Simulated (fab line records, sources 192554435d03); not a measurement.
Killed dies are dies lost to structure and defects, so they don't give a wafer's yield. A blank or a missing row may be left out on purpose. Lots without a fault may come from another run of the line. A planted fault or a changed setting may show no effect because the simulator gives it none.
Which tool did it? | flow n5_finfet | 10 lots, 30 wafers sampled, at 5 steps of a route of 1938

WHAT THE GAUGES READ, wafer by wafer
N5_HKMG_FIN_CD_MEAS_12: target cd 92.8 nm.
lot  | measured    | on        | cd_nm (nm)
L901 | day 4 16:04 | cd_sem-02 | 92.4 91.8 92.0
L903 | day 5 01:58 | cd_sem-01 | 91.6 91.9 92.6
L905 | day 5 20:06 | cd_sem-02 | 93.9 93.8 92.8
L909 | day 6 20:22 | cd_sem-03 | 94.2 94.0 93.4
L910 | day 6 22:59 | cd_sem-02 | 92.7 92.2 93.6
L911 | day 7 06:41 | cd_sem-02 | 92.7 93.1 93.8
L914 | day 7 23:35 | cd_sem-03 | 91.8 92.8 93.1
L916 | day 8 07:32 | cd_sem-02 | 92.3 92.8 92.6
L917 | day 8 13:42 | cd_sem-02 | 92.9 93.1 93.5
L922 | day 9 23:29 | cd_sem-02 | 91.9 93.2 92.0

N5_BEOL_M4_RC_MEAS_101.
lot  | measured     | on        | DIBL_N (mV/V)  | DIBL_P (mV/V)  | IOFF_N (nA/um)    | IOFF_N_LONG (nA/um)     | IOFF_P (nA/um) | ION_N (uA/um) | ION_P (uA/um) | SS_N (mV/dec)  | SS_P (mV/dec)  | VT_N (mV)   | VT_N_LONG (mV)    | VT_N_LVT (mV) | VT_P (mV)
L901 | day 8 23:57  | prober-01 | 36.7 37.7 35.7 | 38.9 40.2 37.7 | 0.176 0.201 0.146 | 5.7e-05 5.7e-05 5.7e-05 | 0.28 0.32 0.26 | 693 682 673   | 472 477 470   | 71.4 72.1 71.0 | 74.1 74.1 73.2 | 250 246 252 | 272.7 276.1 272.1 | 100 98 104    | -243 -240 -244
L903 | day 9 06:08  | prober-01 | 37.5 37.4 36.8 | 36.1 36.3 35.5 | 0.193 0.183 0.180 | 6.3e-05 6.2e-05 6.4e-05 | 0.24 0.25 0.24 | 691 685 697   | 468 471 476   | 71.4 70.9 70.6 | 73.7 73.9 72.9 | 245 246 245 | 269.9 271.3 270.3 | 95 96 96      | -246 -243 -243
L905 | day 9 15:37  | prober-02 | 37.0 35.2 35.6 | 38.7 35.6 36.5 | 0.192 0.153 0.159 | 5.5e-05 5.5e-05 5.5e-05 | 0.25 0.20 0.21 | 690 680 670   | 467 464 463   | 71.4 71.2 71.8 | 73.6 73.2 72.8 | 248 250 252 | 275.0 277.0 272.9 | 96 99 98      | -247 -253 -250
L910 | day 11 05:25 | prober-01 | 35.2 37.1 36.0 | 36.0 39.2 37.5 | 0.000 0.000 0.000 | 3e-05 2.9e-05 2.9e-05   | 0.18 0.24 0.22 | 240 239 240   | 455 452 460   | 71.9 71.4 71.9 | 73.3 74.0 73.7 | 459 452 455 | 478.2 479.4 477.2 | 303 300 304   | -252 -250 -251
L914 | day 12 04:37 | prober-01 | 35.8 36.1 36.9 | 36.5 37.6 37.6 | 0.149 0.159 0.176 | 5.5e-05 5.4e-05 5.5e-05 | 0.22 0.25 0.23 | 669 666 691   | 465 470 473   | 71.6 71.6 72.4 | 73.4 73.5 73.8 | 252 251 251 | 275.3 274.4 276.9 | 102 102 100   | -251 -246 -249
L916 | day 12 11:53 | prober-01 | 35.1 35.1 37.1 | 36.0 35.8 38.2 | 0.145 0.148 0.178 | 5.5e-05 5.6e-05 5.6e-05 | 0.19 0.19 0.22 | 665 671 678   | 459 458 460   | 70.7 71.4 72.4 | 73.7 72.8 74.1 | 251 249 249 | 273.9 274.0 272.5 | 98 99 98      | -252 -250 -252
L917 | day 12 10:37 | prober-02 | 35.1 35.8 32.7 | 34.1 34.5 30.9 | 0.127 0.131 0.093 | 5.4e-05 5.3e-05 5.4e-05 | 0.16 0.16 0.12 | 657 661 662   | 454 452 448   | 71.6 71.3 70.3 | 72.5 72.6 71.9 | 253 254 259 | 274.1 276.9 275.2 | 101 101 105   | -257 -257 -255
L922 | day 13 18:08 | prober-01 | 38.3 34.6 35.0 | 36.3 32.5 33.8 | 0.182 0.124 0.136 | 5.4e-05 5.4e-05 5.4e-05 | 0.21 0.17 0.18 | 675 668 665   | 454 456 461   | 71.5 71.3 71.1 | 73.9 72.6 73.1 | 248 254 249 | 275.4 274.5 274.4 | 97 100 99     | -251 -253 -253

WHICH TOOL RAN EACH LOT (tool, then ch and the chambers of the sampled wafers, then the start)
lot  | N5_HKMG_FIN_DESCUM_17             | N5_HKMG_FIN_ETCH_35               | N5_HKMG_FIN_STRIP_92
L901 | rie_diel-05 ch 0,1, day 4 16:08   | rie_diel-05 ch 0,1, day 4 16:27   | rie_diel-05 ch 0,1, day 4 16:35
L903 | rie_diel-06 ch 0,3, day 5 02:02   | rie_diel-06 ch 0,3, day 5 02:21   | rie_diel-06 ch 0,3, day 5 02:29
L905 | rie_diel-01 ch 0,1,3, day 5 20:25 | rie_diel-01 ch 0,1,3, day 5 20:43 | rie_diel-01 ch 0,1,3, day 5 20:52
L909 | rie_diel-06 ch 1,2, day 6 20:29   | rie_diel-06 ch 1,2, day 6 20:47   | rie_diel-06 ch 1,2, day 6 20:56
L910 | rie_diel-05 ch 1,2,3, day 6 23:04 | rie_diel-05 ch 1,2,3, day 6 23:22 | rie_diel-05 ch 1,2,3, day 6 23:31
L911 | rie_diel-05 ch 0,1,2, day 7 07:02 | rie_diel-05 ch 0,1,2, day 7 07:20 | rie_diel-05 ch 0,1,2, day 7 07:29
L914 | rie_diel-05 ch 0,1,3, day 7 23:41 | rie_diel-05 ch 0,1,3, day 7 23:59 | rie_diel-05 ch 0,1,3, day 8 00:08
L916 | rie_diel-06 ch 0,1,2, day 8 07:37 | rie_diel-06 ch 0,1,2, day 8 07:55 | rie_diel-06 ch 0,1,2, day 8 08:04
L917 | rie_diel-06 ch 0,1,2, day 8 14:00 | rie_diel-06 ch 0,1,2, day 8 14:18 | rie_diel-06 ch 0,1,2, day 8 14:27
L922 | rie_diel-06 ch 1,3, day 9 23:34   | rie_diel-06 ch 1,3, day 9 23:52   | rie_diel-06 ch 1,3, day 10 00:01
- N5_HKMG_FIN_DESCUM_17: chemistry O2, time 7.9 s.
- N5_HKMG_FIN_ETCH_35: etches SOC in N2/H2, target depth 215.8 nm, time 243.4 s.
- N5_HKMG_FIN_STRIP_92: strips SOC in N2/H2, time 20 s.

WHAT THE TOOLS THEMSELVES READ (means of the sampled wafers that have a number; where no wafer has one, the mark that the record gives instead)
N5_HKMG_FIN_DESCUM_17.
lot  | tool        | drypump_motor_current_A (A) | oes_product_au (a.u.) | rf_fwd_power_W (W) | rf_vpp_V (V) | showerhead_plenum_p_Torr (Torr) | throttle_valve_pct (%)
L901 | rie_diel-05 | 6.3                         | 0.75                  | 49.4               | 243.9        | 2.11                            | 20.35
L903 | rie_diel-06 | 5.5                         | 0.81                  | 49.3               | 242.4        | 2.10                            | 20.62
L905 | rie_diel-01 | 5.4                         | 0.76                  | 49.4               | 242.8        | 2.09                            | 20.69
L909 | rie_diel-06 | 5.7                         | 0.74                  | 49.0               | 242.9        | 2.11                            | 20.37
L910 | rie_diel-05 | 5.5                         | 0.79                  | 49.5               | 244.8        | 2.19                            | 20.36
L911 | rie_diel-05 | 5.8                         | 0.73                  | 49.4               | 244.5        | 2.14                            | 20.48
L914 | rie_diel-05 | 6.0                         | 0.78                  | 49.7               | 244.8        | 2.15                            | 20.28
L916 | rie_diel-06 | 5.5                         | 0.77                  | 49.2               | 242.8        | 2.10                            | 20.47
L917 | rie_diel-06 | 5.6                         | 0.77                  | 49.1               | 242.8        | 2.10                            | 20.48
L922 | rie_diel-06 | 5.6                         | 0.73                  | 49.2               | 242.3        | 2.09                            | 20.58

N5_HKMG_FIN_ETCH_35.
lot  | tool        | bias_w (W) | chamber_pressure_mTorr (mTorr) | drypump_motor_current_A (A) | oes_product_au (a.u.) | rf_fwd_power_W (W) | rf_vpp_V (V) | showerhead_plenum_p_Torr (Torr) | throttle_valve_pct (%)
L901 | rie_diel-05 | 5.005      | 30.006                         | 6.3                         | 0.75                  | 2986               | 142.1        | 2.57                            | 17.89
L903 | rie_diel-06 | 5.000      | 29.995                         | 5.5                         | 0.81                  | 2987               | 141.7        | 2.53                            | 17.92
L905 | rie_diel-01 | 4.999      | 30.002                         | 5.4                         | 0.76                  | 3001               | 141.5        | 2.53                            | 17.97
L909 | rie_diel-06 | -          | -                              | -                           | -                     | -                  | -            | -                               | -
L910 | rie_diel-05 | -          | -                              | -                           | -                     | -                  | -            | -                               | -
L911 | rie_diel-05 | -          | -                              | -                           | -                     | -                  | -            | -                               | -
L914 | rie_diel-05 | 4.997      | 30.025                         | 6.0                         | 0.78                  | 2995               | 142.2        | 2.62                            | 17.79
L916 | rie_diel-06 | 5.006      | 30.012                         | 5.6                         | 0.77                  | 2982               | 142.2        | 2.54                            | 17.75
L917 | rie_diel-06 | 4.993      | 29.974                         | 5.6                         | 0.76                  | 2994               | 141.0        | 2.54                            | 17.75
L922 | rie_diel-06 | 4.987      | 29.990                         | 5.6                         | 0.72                  | 2987               | 141.5        | 2.54                            | 17.91

N5_HKMG_FIN_STRIP_92.
lot  | tool        | drypump_motor_current_A (A) | oes_product_au (a.u.) | rf_fwd_power_W (W) | rf_vpp_V (V) | showerhead_plenum_p_Torr (Torr) | throttle_valve_pct (%)
L901 | rie_diel-05 | 6.3                         | 0.75                  | 495.2              | 53.9         | 3.39                            | 19.3
L903 | rie_diel-06 | 5.5                         | 0.81                  | 495.8              | 53.9         | 3.35                            | 19.0
L905 | rie_diel-01 | 5.4                         | 0.75                  | 497.3              | 53.8         | 3.34                            | 19.0
L909 | rie_diel-06 | 5.7                         | 0.74                  | 492.0              | 53.8         | 3.38                            | 18.5
L910 | rie_diel-05 | 5.5                         | 0.79                  | 497.1              | 54.4         | 3.52                            | 19.0
L911 | rie_diel-05 | 5.8                         | 0.72                  | 496.1              | 54.6         | 3.44                            | 19.3
L914 | rie_diel-05 | 6.0                         | 0.77                  | 497.3              | 53.6         | 3.46                            | 19.1
L916 | rie_diel-06 | 5.6                         | 0.76                  | 495.1              | 53.6         | 3.36                            | 18.7
L917 | rie_diel-06 | 5.6                         | 0.76                  | 494.6              | 54.0         | 3.36                            | 18.7
L922 | rie_diel-06 | 5.6                         | 0.73                  | 495.0              | 55.3         | 3.35                            | 18.9

THE ANSWER, worked out from the rows above alone
Rule: what is usual is taken from the lots themselves. Put in order of their means at a reading, lots are off if they are a third of the lots or fewer, leave a main group of 4 or more, and stand apart from it by a gap of 3 or more times the standard deviation of the main group's means; of several such gaps the widest counts. A main group whose means are all the same, to the digits that the tables above print for the reading, isn't used. A lot without any number at a reading at which 4 lots or more have one is off too. The other lots that the step has rows for count as sound. The gauges are gone through in route order, then the tools' own readings, and for those a lot's mean is taken as printed above. The first step at which some lot is off is used, and at that step the reading that is off furthest; a lot without a number counts as furthest.
Off: L910, at N5_BEOL_M4_RC_MEAS_101 (VT_N_LONG). The main group: mean 274.0 mV, standard deviation 1.6. Neither off nor sound, because the step has no rows for them: L909, L911.
A tool fits if, at a process step before that reading, it ran every lot that is off, and no sound lot after the first of them. The gauges at N5_BEOL_M4_RC_MEAS_101 aren't tried: what is off there is off at N5_HKMG_FIN_DESCUM_17 too, on other tools, and a gauge's error can't cause that. None of those tried fits.

WHAT THE SIMULATOR HAD PUT IN
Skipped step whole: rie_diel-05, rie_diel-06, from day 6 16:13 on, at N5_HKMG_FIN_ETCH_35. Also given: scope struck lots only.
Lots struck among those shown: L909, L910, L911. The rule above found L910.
